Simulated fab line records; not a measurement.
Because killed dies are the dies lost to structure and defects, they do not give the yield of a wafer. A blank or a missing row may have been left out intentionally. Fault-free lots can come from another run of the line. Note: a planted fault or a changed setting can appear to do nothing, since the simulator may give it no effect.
Matching of chambers :: flow n5-finfet :: N5_FIN_SAQP_ETCH_52 on rie-diel-05: 4 sister chambers
The step etches SOC in N2/H2, target depth 100 nm, overetch 20 nm, time 150 s. 4 wafers are shown with their chamber, then 8 later ones without.

== WAFERS, EACH WITH ITS CHAMBER ==
wafer: L086.2
chamber: 1
throttle-valve-pct (%): 17.86

wafer: L087.5
chamber: 0
throttle-valve-pct (%): 17.80

wafer: L087.6
chamber: 3
throttle-valve-pct (%): 18.20

wafer: L088.2
chamber: 2
throttle-valve-pct (%): 17.45

== WAFERS WHOSE CHAMBER IS MISSING ==
wafer: L088.3
throttle-valve-pct (%): 17.88

wafer: L088.5
throttle-valve-pct (%): 17.87

wafer: L092.1
throttle-valve-pct (%): 17.89

wafer: L092.2
throttle-valve-pct (%): 17.47

wafer: L092.4
throttle-valve-pct (%): 17.90

wafer: L096.1
throttle-valve-pct (%): 17.83

wafer: L096.2
throttle-valve-pct (%): 17.83

wafer: L096.5
throttle-valve-pct (%): 17.49

== THE CHAMBER EACH PASSED THROUGH ==
wafer: L088.3
from the rows above: 1
in truth: 1

wafer: L088.5
from the rows above: 1
in truth: 1

wafer: L092.1
from the rows above: 1
in truth: 1

wafer: L092.2
from the rows above: 2
in truth: 2

wafer: L092.4
from the rows above: 1
in truth: 1

wafer: L096.1
from the rows above: can't be placed: 0 or 1
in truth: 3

wafer: L096.2
from the rows above: can't be placed: 0 or 1
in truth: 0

wafer: L096.5
from the rows above: 2
in truth: 2
Placed correctly: 6 of 8. Not placeable from these rows: 2 (in 1, the candidates include the true chamber). Number placed wrongly: 0.
How it was worked out, from the rows above alone: a wafer's distance from a chamber is the root of the sum, over the readings, of the square of ((its reading less the chamber's mean) divided by the reading's scatter). The wafer belongs to the nearest chamber; if the next one is less than 2 further off, it can't be placed. Each chamber's mean is taken over the wafers shown for it. The scatter: root of mean squared gap, hidden wafer to nearest shown wafer, with one shown wafer a chamber.
